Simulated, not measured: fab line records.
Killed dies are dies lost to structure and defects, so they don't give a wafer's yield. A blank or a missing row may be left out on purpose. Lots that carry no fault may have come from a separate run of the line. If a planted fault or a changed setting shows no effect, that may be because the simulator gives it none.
Which tool is to blame? ; flow n5-finfet ; Sampling: 10 lots, 25 wafers, 6 of 1938 route steps

== WHAT EACH GAUGE READ, for each wafer ==
N5_ILD0_INSPECT_06: inspects for defects (darkfield). Usual: raw-defect-count at 40, with a standard deviation of 17.
lot;measured;on;raw-defect-count;flag
L627;day 3 15:13;defect-inspect-02;37 59 44;
L628;day 4 01:28;defect-inspect-02;25 28;
L630;day 4 20:44;defect-inspect-02;21 40;
L631;day 4 23:42;defect-inspect-01;30 39;
L632;day 5 05:37;defect-inspect-02;21 27;
L634;day 5 15:35;defect-inspect-01;65 78 47;
L636;day 6 02:25;defect-inspect-02;56 52 34;
L638;day 6 14:08;defect-inspect-01;20 40;
L648;day 9 00:58;defect-inspect-02;37 33 31;
L649;day 9 09:10;defect-inspect-02;75 45 63;

N5_SDB_CD_MEAS_11 targets a cd of 50 nm. Usual: cd-nm at 49.8 nm, with a standard deviation of 1.5.
lot;measured;on;cd-nm (nm);flag
L627;day 3 15:44;cd-sem-01;51.5 52.3 51.8;
L628;day 4 01:49;cd-sem-03;50.4 52.6;
L630;day 4 21:14;cd-sem-02;51.2 49.8;
L631;day 5 00:11;cd-sem-02;47.4 51.8;
L632;day 5 05:59;cd-sem-02;51.3 51.4;
L634;day 5 16:01;cd-sem-03;48.6 48.8 50.8;
L636;day 6 02:56;cd-sem-02;50.5 50.0 50.7;
L638;day 6 14:38;cd-sem-02;50.0 50.0;
L648;day 9 01:20;cd-sem-02;43.2 43.7 42.4;OFF
L649;day 9 09:31;cd-sem-02;42.3 41.2 41.2;OFF

N5_BEOL_M4_RC_MEAS_101. Usual: DIBL_N 36.4 mV/V, standard deviation 2.2; DIBL_P 36.3 mV/V, standard deviation 2.5; IOFF_N 0.17 nA/um, standard deviation 0.052; IOFF_P 0.23 nA/um, standard deviation 0.049; ION_N 674 uA/um, standard deviation 17; ION_P 464 uA/um, standard deviation 11; SS_N 71.7 mV/dec, standard deviation 0.98; SS_P 73.3 mV/dec, standard deviation 0.84; VT_N 250 mV, standard deviation 4; VT_P -249 mV, standard deviation 3.8.
lot;measured;on;DIBL_N (mV/V);DIBL_P (mV/V);IOFF_N (nA/um);IOFF_P (nA/um);ION_N (uA/um);ION_P (uA/um);SS_N (mV/dec);SS_P (mV/dec);VT_N (mV);VT_P (mV);flag
L627;day 8 07:53;prober-02;36.9 40.0 38.3;38.2 41.8 40.1;0.18 0.23 0.19;0.25 0.32 0.30;708 704 682;483 487 472;71.2 72.4 72.0;73.4 75.1 75.2;246 245 246;-246 -243 -245;
L628;day 8 18:25;prober-01;36.5 34.8;36.3 33.8;0.15 0.11;0.22 0.18;686 627;466 440;71.0 71.2;72.7 73.0;247 259;-249 -257;
L630;day 10 12:07;prober-02;37.2 38.7;36.4 39.8;0.19 0.22;0.25 0.33;657 654;448 455;73.0 72.3;74.4 75.3;248 247;-247 -245;
L631;day 10 17:28;prober-01;35.7 39.7;36.6 41.8;0.16 0.26;0.28 0.42;683 714;483 495;71.7 71.7;73.1 74.6;250 241;-239 -238;
L632;day 11 16:47;prober-01;34.1 35.5;32.0 34.3;0.11 0.14;0.18 0.22;652 664;460 463;71.0 70.7;72.5 73.3;257 252;-249 -246;
L634;day 11 07:29;prober-02;35.6 37.0 36.9;35.1 36.9 38.0;0.13 0.18 0.17;0.18 0.21 0.23;666 692 677;454 466 465;71.5 71.9 70.9;73.4 73.4 74.2;254 247 249;-254 -249 -249;
L636;day 11 02:43;prober-01;41.1 36.0 35.1;40.1 35.0 33.7;0.28 0.16 0.13;0.34 0.24 0.20;689 667 650;468 465 453;73.3 70.9 71.6;74.4 72.9 72.8;242 248 251;-240 -247 -249;
L638;day 12 12:11;prober-01;33.3 38.1;34.2 39.3;0.11 0.19;0.17 0.25;671 682;460 470;70.8 71.5;72.1 73.1;256 245;-255 -251;
L648;day 14 19:58;prober-02;35.2 35.0 36.6;34.1 34.6 36.3;0.15 0.14 0.17;0.20 0.20 0.23;683 675 689;464 466 470;71.3 71.2 72.5;72.3 72.1 73.7;249 251 249;-251 -250 -249;
L649;day 15 12:50;prober-01;35.3 37.2 32.0;35.1 37.3 30.7;0.15 0.19 0.11;0.21 0.24 0.16;679 687 676;470 470 470;71.6 71.8 69.8;73.5 73.9 72.2;252 247 255;-248 -249 -253;

== WHAT TOOL EACH LOT RAN ON (gives the tool, then ch and the chambers of the sampled wafers, and finally the start) ==
lot;N5_SDB_EXPOSE_08;N5_SDB_DESCUM_16;N5_SDB_STRIP_21
L627;arfi-scanner-03 ch 0, day 3 15:37;rie-diel-02 ch 2,3, day 3 15:53;rie-diel-02 ch 2,3, day 3 16:06
L628;arfi-scanner-03 ch 0, day 4 01:43;rie-diel-03 ch 0,1, day 4 01:55;rie-diel-03 ch 0,1, day 4 02:08
L630;arfi-scanner-01 ch 0, day 4 21:06;rie-diel-02 ch 1,2, day 4 21:30;rie-diel-02 ch 1,2, day 4 21:43
L631;arfi-scanner-02 ch 0, day 5 00:05;rie-diel-03 ch 0,1, day 5 00:17;rie-diel-03 ch 0,1, day 5 00:29
L632;arfi-scanner-02 ch 0, day 5 05:52;rie-diel-03 ch 0,1, day 5 06:13;rie-diel-03 ch 0,1, day 5 06:26
L634;arfi-scanner-03 ch 0, day 5 15:53;rie-diel-03 ch 1,2,3, day 5 16:31;rie-diel-03 ch 1,2,3, day 5 16:44
L636;arfi-scanner-03 ch 0, day 6 02:49;rie-diel-04 ch 0,1, day 6 03:01;rie-diel-04 ch 0,1, day 6 03:14
L638;arfi-scanner-01 ch 0, day 6 14:31;rie-diel-03 ch 0,1, day 6 15:01;rie-diel-03 ch 0,1, day 6 15:13
L648;arfi-scanner-02 ch 0, day 9 01:13;rie-diel-04 ch 0,1, day 9 01:26;rie-diel-04 ch 0,1, day 9 01:39
L649;arfi-scanner-02 ch 0, day 9 09:24;rie-diel-04 ch 1,2,3, day 9 09:49;rie-diel-04 ch 1,2,3, day 9 10:02
- N5_SDB_EXPOSE_08: exposes mask SDB.
- N5_SDB_DESCUM_16: chemistry O2, time 7.9 s.
- N5_SDB_STRIP_21: strips in CF4.

== WHAT THE TOOLS THEMSELVES READ (means of the sampled wafers that have a number; where no wafer has one, the mark that the record gives instead) ==
N5_SDB_EXPOSE_08. Usual: exposure-dose-mJ-cm2 49.58, standard deviation 0.057; focus-offset-nm 0.0 nm, standard deviation 0.5.
lot;tool;exposure-dose-mJ-cm2;focus-offset-nm (nm);flag
L627;arfi-scanner-03;49.55;-0.8;
L628;arfi-scanner-03;49.59;0.4;
L630;arfi-scanner-01;49.52;-0.2;
L631;arfi-scanner-02;49.62;0.1;
L632;arfi-scanner-02;49.61;-0.5;
L634;arfi-scanner-03;49.54;-0.3;
L636;arfi-scanner-03;49.54;0.2;
L638;arfi-scanner-01;49.59;-0.3;
L648;arfi-scanner-02;46.31;0.2;OFF
L649;arfi-scanner-02;46.93;0.3;OFF

N5_SDB_DESCUM_16. Usual: drypump-motor-current-A 5.6 A, standard deviation 0.41; oes-product-au 0.78 a.u., standard deviation 0.091; rf-fwd-power-W 49.48 W, standard deviation 0.19; rf-vpp-V 243.3 V, standard deviation 1.3; showerhead-plenum-p-Torr 2.10 Torr, standard deviation 0.073; throttle-valve-pct 20.45 %, standard deviation 0.23.
lot;tool;drypump-motor-current-A (A);oes-product-au (a.u.);rf-fwd-power-W (W);rf-vpp-V (V);showerhead-plenum-p-Torr (Torr);throttle-valve-pct (%);flag
L627;rie-diel-02;5.4;0.78;49.46;243.3;2.19;20.45;
L628;rie-diel-03;5.4;0.81;49.70;243.3;2.10;20.19;
L630;rie-diel-02;5.4;0.77;49.38;243.6;2.16;20.56;
L631;rie-diel-03;5.4;0.80;49.58;243.6;2.10;20.20;
L632;rie-diel-03;5.4;0.79;49.53;243.9;2.10;20.20;
L634;rie-diel-03;5.3;0.71;49.51;242.6;2.01;20.44;
L636;rie-diel-04;5.7;0.75;49.66;244.4;2.10;20.34;
L638;rie-diel-03;5.4;0.77;49.45;242.7;2.09;20.22;
L648;rie-diel-04;5.7;0.73;49.87;242.9;2.10;20.39;
L649;rie-diel-04;6.0;0.87;49.44;243.2;2.15;20.37;

N5_SDB_STRIP_21. Usual: drypump-motor-current-A 5.6 A, standard deviation 0.41; oes-product-au 0.77 a.u., standard deviation 0.084; rf-fwd-power-W 292.7 W, standard deviation 0.89; rf-vpp-V 271.3 V, standard deviation 1.4; showerhead-plenum-p-Torr 1.80 Torr, standard deviation 0.052; throttle-valve-pct 13.60 %, standard deviation 0.22.
lot;tool;drypump-motor-current-A (A);oes-product-au (a.u.);rf-fwd-power-W (W);rf-vpp-V (V);showerhead-plenum-p-Torr (Torr);throttle-valve-pct (%);flag
L627;rie-diel-02;5.4;0.77;291.8;271.5;1.84;13.40;
L628;rie-diel-03;5.4;0.83;292.5;272.0;1.81;13.41;
L630;rie-diel-02;5.3;0.75;294.1;271.5;1.83;13.57;
L631;rie-diel-03;5.4;0.81;293.5;271.9;1.81;13.43;
L632;rie-diel-03;5.4;0.80;292.1;272.6;1.81;13.42;
L634;rie-diel-03;5.3;0.71;292.7;270.4;1.74;13.72;
L636;rie-diel-04;5.7;0.73;293.2;271.4;1.80;13.60;
L638;rie-diel-03;5.4;0.79;293.0;270.9;1.80;13.46;
L648;rie-diel-04;5.7;0.72;291.8;271.9;1.79;13.66;
L649;rie-diel-04;6.0;0.85;293.1;271.3;1.82;13.46;

== THE ANSWER, worked out from the rows above alone ==
Rule: a lot counts as off when the mean over its wafers that have a number is more than 3 standard deviations away from the usual mean. A lot without any number at a reading at which 4 lots or more have one is off too. The other lots that the step has rows for count as sound. The gauges are gone through in route order, then the tools' own readings, and for those a lot's mean is taken as printed above. The first step at which some lot is off is used, and at that step the reading that is off furthest; a lot without a number counts as furthest.
Off, at N5_SDB_CD_MEAS_11 on cd-nm: L648, L649.
A tool fits if, at a process step before that reading, it ran every lot that is off, and no sound lot after the first of them. The gauges at N5_SDB_CD_MEAS_11 aren't tried: what is off there is off at N5_SDB_EXPOSE_08 too, on other tools, and a gauge's error can't cause that. One fits: N5_SDB_EXPOSE_08 on arfi-scanner-02. A fault onset in the window from L632 (day 5 05:52, its last sound lot) to L648 (day 9 01:13, its first lot off) fits.
The tool's own readings at N5_SDB_EXPOSE_08 bear it out: on the lots that are off they differ by more than 5 times the standard deviation of the sound lots' means. exposure-dose-mJ-cm2 reads 46.62 there against 49.57 on the sound lots.

== WHAT THE SIMULATOR PUT IN ==
Drift in process parameters on arfi-scanner-02 at N5_SDB_EXPOSE_08, starting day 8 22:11. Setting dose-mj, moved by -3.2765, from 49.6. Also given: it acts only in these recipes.
Shown lots that were struck: L648, L649. This agrees with what the rule above found.
